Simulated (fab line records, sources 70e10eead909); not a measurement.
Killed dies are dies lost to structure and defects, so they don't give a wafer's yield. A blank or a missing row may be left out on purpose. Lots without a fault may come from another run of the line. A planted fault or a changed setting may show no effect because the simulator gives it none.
Chamber matching | flow nand_harc | NHARC_A_M0_DESCUM_14 on rie_diel-13: 4 sister chambers
The step chemistry O2, time 3 s. 4 wafers are shown with their chamber, then 7 later ones without.

WAFERS WITH THEIR CHAMBER
wafer  | chamber | drypump_motor_current_A (A)
L699.1 | 0       | 6.4
L699.5 | 3       | 5.3
L704.1 | 2       | 5.1
L704.3 | 1       | 5.7

WAFERS WITHOUT THEIR CHAMBER
wafer  | drypump_motor_current_A (A)
L704.5 | 5.1
L714.1 | 5.8
L714.2 | 5.2
L714.3 | 5.3
L716.3 | 5.3
L716.5 | 5.8
L716.6 | 5.2

WHICH CHAMBER EACH WENT THROUGH
wafer  | from the rows above     | in truth
L704.5 | 2                       | 2
L714.1 | 1                       | 1
L714.2 | can't be placed: 3 or 2 | 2
L714.3 | 3                       | 3
L716.3 | 3                       | 3
L716.5 | 1                       | 1
L716.6 | can't be placed: 3 or 2 | 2
Placed correctly: 5 of 7. Can't be placed from these rows: 2 (the true chamber is among the candidates in 2). Placed wrongly: 0.
How it was worked out, from the rows above alone: a wafer's distance from a chamber is the root of the sum, over the readings, of the square of ((its reading less the chamber's mean) divided by the reading's scatter). The wafer belongs to the nearest chamber; if the next one is less than 2 further off, it can't be placed. A chamber's mean is the mean of its shown wafers. The scatter: with one shown wafer a chamber, the root of the mean of the squares of how far each hidden wafer lies from its nearest shown one.
